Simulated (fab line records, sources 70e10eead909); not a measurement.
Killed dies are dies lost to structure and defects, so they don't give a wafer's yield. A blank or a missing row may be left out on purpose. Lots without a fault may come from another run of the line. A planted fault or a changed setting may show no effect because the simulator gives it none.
Which tool did it? | flow nand_harc | 12 lots, 36 wafers sampled, at 5 steps of a route of 1302

WHAT THE GAUGES READ, wafer by wafer
NHARC_P_GATE_INSPECT_28.
lot  | measured     | on                | raw_defect_count
L327 | day 4 23:37  | defect_inspect-01 | 4 6 1
L331 | day 7 03:28  | defect_inspect-01 | 3 1 7
L342 | day 11 01:49 | defect_inspect-01 | 7 10 11
L341 | day 11 01:58 | defect_inspect-02 | 13 4 7
L343 | day 11 15:56 | defect_inspect-02 | 9 5 7
L344 | day 11 22:52 | defect_inspect-02 | 4 7 4
L345 | day 12 19:13 | defect_inspect-01 | 11 6 8
L346 | day 12 19:51 | defect_inspect-02 | 7 8 3
L347 | day 13 09:23 | defect_inspect-01 | 9 11 6
L348 | day 13 22:14 | defect_inspect-01 | 5 5 5
L349 | day 14 07:34 | defect_inspect-02 | 9 7 6
L350 | day 14 15:37 | defect_inspect-02 | 1 4 6

NHARC_P_GATE_CD_MEAS_59: target cd 720 nm.
lot  | measured     | on        | cd_nm (nm)
L327 | day 5 13:13  | cd_sem-01 | 717.7 719.2 719.9
L331 | day 7 17:16  | cd_sem-01 | 695.9 695.1 693.2
L342 | day 11 15:33 | cd_sem-02 | 720.0 718.5 721.0
L341 | day 11 15:55 | cd_sem-03 | 720.1 720.3 718.3
L343 | day 12 07:20 | cd_sem-01 | 720.5 720.8 722.1
L344 | day 12 12:13 | cd_sem-02 | 720.7 720.0 721.6
L345 | day 13 08:43 | cd_sem-02 | 721.7 720.9 720.0
L346 | day 13 09:21 | cd_sem-03 | 719.8 719.2 718.2
L347 | day 13 23:05 | cd_sem-01 | 717.6 720.4 718.9
L348 | day 14 11:59 | cd_sem-01 | 719.0 716.9 722.3
L349 | day 14 21:07 | cd_sem-02 | 720.0 720.8 719.8
L350 | day 15 05:09 | cd_sem-02 | 721.4 719.1 722.2

WHICH TOOL RAN EACH LOT (tool, then ch and the chambers of the sampled wafers, then the start)
lot  | NHARC_P_GATE_HM_DEP_102       | NHARC_P_GATE_ETCH_32             | NHARC_P_GATE_EXPOSE_56
L327 | acl_dep-03 ch 0, day 4 22:16  | rie_si-06 ch 1,2, day 5 00:08    | krf_scanner-01 ch 0, day 5 13:03
L331 | acl_dep-02 ch 0, day 7 02:05  | rie_si-02 ch 0,3, day 7 04:03    | krf_scanner-01 ch 0, day 7 17:06
L342 | acl_dep-03 ch 0, day 11 00:28 | rie_si-02 ch 0,1,2, day 11 02:20 | krf_scanner-04 ch 0, day 11 15:24
L341 | acl_dep-02 ch 0, day 11 00:35 | rie_si-06 ch 0,3, day 11 02:33   | krf_scanner-01 ch 0, day 11 15:46
L343 | acl_dep-03 ch 0, day 11 14:28 | rie_si-02 ch 0,1, day 11 16:27   | krf_scanner-01 ch 0, day 12 07:10
L344 | acl_dep-03 ch 0, day 11 21:30 | rie_si-03 ch 0,2,3, day 11 23:23 | krf_scanner-01 ch 0, day 12 12:04
L345 | acl_dep-03 ch 0, day 12 17:53 | rie_si-06 ch 0,1,2, day 12 19:47 | krf_scanner-04 ch 0, day 13 08:34
L346 | acl_dep-03 ch 0, day 12 18:31 | rie_si-03 ch 0,2, day 12 20:23   | krf_scanner-03 ch 0, day 13 09:11
L347 | acl_dep-02 ch 0, day 13 07:55 | rie_si-02 ch 0,2,3, day 13 09:55 | krf_scanner-04 ch 0, day 13 22:55
L348 | acl_dep-01 ch 0, day 13 20:46 | rie_si-06 ch 0,1, day 13 22:51   | krf_scanner-03 ch 0, day 14 11:50
L349 | acl_dep-01 ch 0, day 14 06:19 | rie_si-02 ch 0,1,2, day 14 08:07 | krf_scanner-03 ch 0, day 14 20:58
L350 | acl_dep-01 ch 0, day 14 14:10 | rie_si-06 ch 1,3, day 14 16:13   | krf_scanner-03 ch 0, day 15 04:59
- NHARC_P_GATE_HM_DEP_102: deposits aC, target thk 120 nm.
- NHARC_P_GATE_ETCH_32: etches the open film in HBr/Cl2, target depth 150 nm, time 100.1 s.
- NHARC_P_GATE_EXPOSE_56: exposes mask P PSD, target cd 720 nm.

WHAT THE TOOLS THEMSELVES READ (means of the sampled wafers that have a number; where no wafer has one, the mark that the record gives instead)
NHARC_P_GATE_HM_DEP_102.
lot  | tool       | throttle_valve_pct (%)
L327 | acl_dep-03 | 34.994
L331 | acl_dep-02 | 35.005
L342 | acl_dep-03 | 34.993
L341 | acl_dep-02 | 35.001
L343 | acl_dep-03 | 34.999
L344 | acl_dep-03 | 34.995
L345 | acl_dep-03 | 35.007
L346 | acl_dep-03 | 34.993
L347 | acl_dep-02 | 34.998
L348 | acl_dep-01 | 35.002
L349 | acl_dep-01 | 34.999
L350 | acl_dep-01 | 35.001

NHARC_P_GATE_ETCH_32.
lot  | tool      | drypump_motor_current_A (A) | oes_product_au (a.u.) | throttle_valve_pct (%)
L327 | rie_si-06 | 5.9                         | 1.003                 | 26.400
L331 | rie_si-02 | 6.1                         | 1.002                 | 26.406
L342 | rie_si-02 | 5.7                         | 1.005                 | 26.407
L341 | rie_si-06 | 5.6                         | 0.993                 | 26.406
L343 | rie_si-02 | 6.0                         | 1.010                 | 26.407
L344 | rie_si-03 | 5.9                         | 0.999                 | 26.408
L345 | rie_si-06 | 5.6                         | 0.999                 | 26.410
L346 | rie_si-03 | 5.6                         | 0.985                 | 26.408
L347 | rie_si-02 | 5.8                         | 0.989                 | 26.412
L348 | rie_si-06 | 5.4                         | 1.005                 | 26.404
L349 | rie_si-02 | 5.7                         | 1.006                 | 26.409
L350 | rie_si-06 | 5.6                         | 0.991                 | 26.399

NHARC_P_GATE_EXPOSE_56.
lot  | tool           | exposure_dose_mJ_cm2
L327 | krf_scanner-01 | 14.804
L331 | krf_scanner-01 | 14.804
L342 | krf_scanner-04 | 14.797
L341 | krf_scanner-01 | 14.824
L343 | krf_scanner-01 | 14.823
L344 | krf_scanner-01 | 14.814
L345 | krf_scanner-04 | 14.828
L346 | krf_scanner-03 | 14.798
L347 | krf_scanner-04 | 14.833
L348 | krf_scanner-03 | 14.815
L349 | krf_scanner-03 | 14.791
L350 | krf_scanner-03 | 14.790

THE ANSWER, worked out from the rows above alone
Rule: what is usual is taken from the lots themselves. Put in order of their means at a reading, lots are off if they are a third of the lots or fewer, leave a main group of 4 or more, and stand apart from it by a gap of 3 or more times the standard deviation of the main group's means; of several such gaps the widest counts. A main group whose means are all the same, to the digits that the tables above print for the reading, isn't used. A lot without any number at a reading at which 4 lots or more have one is off too. The other lots that the step has rows for count as sound. The gauges are gone through in route order, then the tools' own readings, and for those a lot's mean is taken as printed above. The first step at which some lot is off is used, and at that step the reading that is off furthest; a lot without a number counts as furthest.
Off: L331, at NHARC_P_GATE_CD_MEAS_59 (cd_nm). The main group: mean 720.0 nm, standard deviation 0.8.
A tool fits if, at a process step before that reading, it ran every lot that is off, and no sound lot after the first of them. The gauges at NHARC_P_GATE_CD_MEAS_59 are tried like those tools. None of those tried fits.

WHAT THE SIMULATOR HAD PUT IN
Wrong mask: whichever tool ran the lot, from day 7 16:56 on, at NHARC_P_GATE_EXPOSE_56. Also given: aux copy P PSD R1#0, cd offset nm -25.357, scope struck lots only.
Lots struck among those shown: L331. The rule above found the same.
